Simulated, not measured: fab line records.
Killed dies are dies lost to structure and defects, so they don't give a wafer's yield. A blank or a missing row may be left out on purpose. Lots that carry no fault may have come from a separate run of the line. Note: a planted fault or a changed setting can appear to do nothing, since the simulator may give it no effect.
Problem report in the 8D (eight disciplines) form, filled by code    flow nandHarc    the parts of the form that need people (team, actions taken, sign-off) are left out

## 1. THE ISSUE
Wafers without a fault read 3.7, standard deviation 2.6; killedAtPeriphery at NHARC_END_SORT_01 reads a mean of 58.0 on 6 wafers belonging to 2 lots. Relative to the usual mean, that is a shift of +21 standard deviations.
First seen on wafer L645.1, day 33 04:23, on prober-02. The record has a number at this step for 21 wafers belonging to 7 lots. Rule for "out" (also "out of limits"): further than 4 standard deviations from the usual mean. The rest of the wafers with a number are treated as sound.

## 2. WHAT IT IS, AND WHAT IT ISN'T
question                     is                      is not
which readings at this step  killedAtPeriphery       killedAtArray, killedAtOther, killedOpen, killedShort
which lots                   L645, L647              L632, L633, L634, L635, L636
which wafers of those lots   all that have a number  -
read on which gauges         prober-02               prober-01
when                         from day 33 04:23       up to then (15 sound wafers)

## 3. SUSPECTS, AND WHAT RULES EACH OUT
Counting: a tool stays on the suspect list if, at a process step up to the reading, it processed all lots that are out and no sound lot following the first of them.
- the gauge at NHARC_END_SORT_01: kept. All the wafers that are out were read on prober-02, and no step on other tools shows them out.
- rieDiel-09 at NHARC_P_M1_STRIP_18 (strips in N2/H2): kept. All lots that are out passed through it, beginning with L645 at day 15 06:04, and no sound lot followed; its final sound lot before that point was L636 at day 11 00:51.
- rieDiel-09 at NHARC_THIN_TSV_DESCUM_35 (chemistry O2, time 3 s): kept. All lots that are out passed through it, beginning with L645 at day 32 19:05, and no sound lot followed; its final sound lot before that point was L633 at day 26 14:03.
rieDiel-09 at NHARC_P_M1_STRIP_18, rieDiel-09 at NHARC_THIN_TSV_DESCUM_35 and prober-02 at NHARC_END_SORT_01 are what is left after counting.

## 4. THE CAUSE (what the simulator had put in)
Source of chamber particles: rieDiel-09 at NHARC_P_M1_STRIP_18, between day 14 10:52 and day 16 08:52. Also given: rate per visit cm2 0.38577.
After counting, 3 suspects remain, this tool included.

## 5. SEQUENCE OF EFFECTS, ordered by route
Each row: a reading where the mean over the struck wafers with a number is more than 3 standard deviations away from the usual. Only readings for which the record gives a usual standard deviation are gone through. hours: the time from each lot's start at the first step in this table that gives one to its start at this step, as a median over the lots. sigmas: the change in usual standard deviations.
hours  step               reading            usual  on struck wafers  change  sigmas
0      NHARC_END_SORT_01  killedAtPeriphery  3.7    58.0              +54.3   +21

## 6. HOW IT WOULD HAVE BEEN CAUGHT EARLIER
450 hours passed between the start of the fault at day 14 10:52 and the first reading out of limits at a measuring or inspecting step in this record, taken at day 33 04:23.
Of the tool readings at NHARC_P_M1_STRIP_18 for which the record gives a usual standard deviation, none was out on any struck wafer, so an alarm limit of 4 standard deviations on them would not have fired.
By day 33 04:23 the whole set of lots that are out, 2 in number, had already begun NHARC_P_M1_STRIP_18 on rieDiel-09. Had the tool been put on hold then, not one of them would have been saved.
